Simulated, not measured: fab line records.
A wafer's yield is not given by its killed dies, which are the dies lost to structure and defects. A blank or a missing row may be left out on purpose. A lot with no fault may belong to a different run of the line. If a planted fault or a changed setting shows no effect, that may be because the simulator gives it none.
Which tool did it?    flow n5Finfet    Sampling: 11 lots, 31 wafers, 5 of 1938 route steps

== WHAT THE GAUGES READ, wafer by wafer ==
N5_FIN_SAQP_THK_MEAS_05.
lot   measured     on            thkNm (nm)
L265  day 1 22:38  filmMetro-02  37.4 38.2
L266  day 2 02:52  filmMetro-01  37.5 38.2 38.1
L269  day 2 20:38  filmMetro-01  37.3 37.3 37.5
L271  day 3 08:44  filmMetro-01  37.1 38.1 37.2
L272  day 3 15:23  filmMetro-01  38.0 38.3 38.9
L277  day 4 21:18  filmMetro-01  37.5 38.4 38.2
L278  day 5 03:58  filmMetro-01  37.4 38.6 38.5
L283  day 6 09:17  filmMetro-01  37.8 37.8 38.4
L284  day 6 15:36  filmMetro-02  36.8 36.8
L286  day 7 03:33  filmMetro-01  37.9 38.4 37.9
L288  day 7 15:13  filmMetro-02  37.3 38.2 37.9

N5_BEOL_M4_RC_MEAS_101.
lot   measured      on         DIBL_N (mV/V)   DIBL_P (mV/V)   IOFF_N (nA/um)  IOFF_P (nA/um)  ION_N (uA/um)  ION_P (uA/um)  SS_N (mV/dec)   SS_P (mV/dec)   VT_N (mV)    VT_P (mV)
L265  day 8 07:03   prober-02  38.0 38.1       37.1 37.0       0.19 0.19       0.23 0.22       692 686        470 465        72.1 71.9       73.5 73.8       247 249      -248 -252
L266  day 8 23:46   prober-01  34.7 35.5 35.6  37.9 37.3 38.7  0.14 0.15 0.15  0.24 0.23 0.26  670 667 663    471 460 470    70.7 71.5 71.1  73.3 73.1 74.4  253 252 251  -247 -249 -245
L269  day 9 07:08   prober-02  32.9 34.0 33.6  33.1 35.1 35.0  0.10 0.12 0.10  0.15 0.18 0.17  650 658 643    449 463 454    71.1 71.1 70.4  71.9 72.5 73.3  256 254 257  -252 -250 -252
L271  day 9 14:08   prober-01  34.8 35.7 35.7  34.5 36.2 36.0  0.13 0.16 0.16  0.20 0.22 0.23  665 680 675    456 470 476    71.7 71.5 71.6  72.6 73.6 72.8  248 248 249  -251 -246 -249
L272  day 10 09:42  prober-01  38.1 35.5 39.5  38.1 34.8 39.4  0.19 0.14 0.23  0.27 0.23 0.31  684 669 694    475 472 474    71.7 71.5 72.5  73.3 72.6 74.0  246 253 246  -244 -249 -245
L277  day 11 16:47  prober-02  34.5 37.8 36.8  37.1 40.2 39.5  0.17 0.21 0.19  0.26 0.30 0.29  700 692 701    483 479 482    71.5 72.4 71.1  73.2 73.9 73.4  245 248 248  -246 -243 -244
L278  day 11 15:52  prober-01  37.1 35.0 36.6  38.2 35.3 38.1  0.16 0.13 0.16  0.24 0.19 0.23  678 661 679    467 461 472    71.9 71.2 71.1  73.2 72.9 73.7  249 254 251  -248 -249 -248
L283  day 12 08:16  prober-01  37.2 36.1 37.1  38.9 38.3 38.6  0.16 0.16 0.17  0.20 0.20 0.21  670 680 685    458 470 465    71.8 71.5 72.0  73.8 73.7 73.9  249 249 251  -255 -251 -250
L284  day 13 05:14  prober-02  34.1 36.5       34.6 36.2       0.12 0.16       0.19 0.19       664 652        465 443        71.1 72.1       73.1 74.3       257 251      -251 -254
L286  day 13 07:56  prober-02  35.1 39.0 39.5  34.5 38.9 40.1  0.12 0.17 0.18  0.15 0.20 0.21  673 664 679    450 453 456    70.5 72.7 72.6  73.3 74.4 73.8  255 254 256  -255 -252 -253
L288  day 14 02:49  prober-01  36.4 36.0 33.9  36.3 36.5 33.8  0.15 0.14 0.12  0.18 0.18 0.16  654 671 669    446 454 458    71.6 71.5 70.8  73.3 73.3 71.7  257 254 254  -255 -254 -256

== WHICH TOOL RAN EACH LOT (tool, then ch and the chambers of the sampled wafers, then the start) ==
lot   N5_PMOS_HMC_CHANNEL_EPI_CMP_21  N5_FIN_SAQP_ALD_61               N5_FIN_SAQP_PECVD_47
L265  cmp-04 ch 0,3, day 1 21:02      aldSin-02 ch 2,3, day 1 21:58    pecvd-02 ch 0,1, day 1 22:40
L266  cmp-04 ch 0,1,2, day 2 01:30    aldSin-02 ch 1,2,3, day 2 02:17  pecvd-04 ch 0,1, day 2 02:54
L269  cmp-03 ch 0,2,3, day 2 19:13    aldSin-01 ch 1,2,3, day 2 20:05  pecvd-02 ch 0,1, day 2 20:41
L271  cmp-03 ch 0,2,3, day 3 07:13    aldSin-02 ch 2,3, day 3 08:13    pecvd-02 ch 0,1,2, day 3 08:46
L272  cmp-03 ch 1,3, day 3 13:57      aldSin-01 ch 0,2,3, day 3 14:52  pecvd-02 ch 0,2, day 3 15:25
L277  cmp-02 ch 0,2,3, day 4 19:52    aldSin-02 ch 0,1, day 4 20:41    pecvd-01 ch 0,1,2, day 4 21:20
L278  cmp-04 ch 0,1, day 5 01:22      aldSin-02 ch 1,2,3, day 5 03:14  pecvd-02 ch 1,2, day 5 04:00
L283  cmp-04 ch 2,3, day 6 07:42      aldSin-01 ch 1,2,3, day 6 08:47  pecvd-04 ch 0,1, day 6 09:20
L284  cmp-04 ch 0,2, day 6 14:05      aldSin-03 ch 0,1, day 6 14:59    pecvd-02 ch 0,2, day 6 15:38
L286  cmp-04 ch 0,1,3, day 7 01:59    aldSin-03 ch 0,3, day 7 03:02    pecvd-04 ch 0,1,2, day 7 03:35
L288  cmp-02 ch 0,2,3, day 7 13:05    aldSin-02 ch 0,1,2, day 7 14:40  pecvd-04 ch 0,1,2, day 7 15:15
- N5_PMOS_HMC_CHANNEL_EPI_CMP_21: polishes SiGe30, target thk 54 nm.
- N5_FIN_SAQP_ALD_61: deposits SiO2, target thk 4 nm, pulse time 1 s, purge time 2 s.
- N5_FIN_SAQP_PECVD_47: deposits a-Si from SiH4/He, target thk 45 nm, time 36.3 s.

== AS READ BY THE TOOLS THEMSELVES (means over the sampled wafers that have a number; for cases with no such wafer, the mark the record gives instead) ==
N5_PMOS_HMC_CHANNEL_EPI_CMP_21.
lot   tool    motorCurrentA (A)
L265  cmp-04  12.6
L266  cmp-04  11.8
L269  cmp-03  13.0
L271  cmp-03  13.2
L272  cmp-03  14.0
L277  cmp-02  13.1
L278  cmp-04  11.4
L283  cmp-04  12.6
L284  cmp-04  12.3
L286  cmp-04  12.4
L288  cmp-02  12.9

N5_FIN_SAQP_ALD_61.
lot   tool       heaterPowerW (W)  precursorPulseHeightRel  susceptorTempC (C)
L265  aldSin-02  461               1.002                    299.91
L266  aldSin-02  465               1.007                    300.14
L269  aldSin-01  423               1.013                    300.09
L271  aldSin-02  481               1.004                    299.94
L272  aldSin-01  442               0.999                    300.14
L277  aldSin-02  367               0.990                    269.09
L278  aldSin-02  369               1.011                    268.94
L283  aldSin-01  427               1.011                    299.92
L284  aldSin-03  437               0.985                    299.85
L286  aldSin-03  448               0.992                    300.02
L288  aldSin-02  483               0.996                    299.82

N5_FIN_SAQP_PECVD_47.
lot   tool      heaterPowerW (W)  showerheadPlenumPTorr (Torr)  throttleValvePct (%)
L265  pecvd-02  830               5.67                          18.7
L266  pecvd-04  850               5.71                          18.6
L269  pecvd-02  784               5.67                          18.9
L271  pecvd-02  860               5.63                          18.2
L272  pecvd-02  808               5.62                          18.6
L277  pecvd-01  888               5.62                          18.3
L278  pecvd-02  859               5.57                          17.4
L283  pecvd-04  866               5.72                          18.6
L284  pecvd-02  808               5.61                          18.5
L286  pecvd-04  764               5.66                          18.6
L288  pecvd-04  765               5.66                          18.5

== THE ANSWER, worked out from the rows above alone ==
Rule: what is usual is taken from the lots themselves. The widest of any qualifying gaps counts: lots, ordered by their means at a reading, are off when they make up no more than a third of the lots, leave a main group of 4 or more, and stand apart from it by 3 or more times the standard deviation of that group's means. The tables above print the reading to a certain number of digits; a main group whose means all agree to those digits is not used. A lot without any number at a reading at which 4 lots or more have one is off too. All remaining lots with rows at the step are treated as sound. Order of review: gauges by route order, followed by the tools' own readings, for which a lot's mean as printed above is used. The first step at which some lot is off is used, and at that step the reading that is off furthest; a lot without a number counts as furthest.
Off, at N5_FIN_SAQP_ALD_61 on susceptorTempC: L277, L278. Mean 299.98 C and standard deviation 0.11 in the main group.
A tool fits if, at that step or a process step before it, it ran every lot that is off, and no sound lot after the first of them. Of those tried, none fits.

== WHAT THE SIMULATOR HAD INSERTED ==
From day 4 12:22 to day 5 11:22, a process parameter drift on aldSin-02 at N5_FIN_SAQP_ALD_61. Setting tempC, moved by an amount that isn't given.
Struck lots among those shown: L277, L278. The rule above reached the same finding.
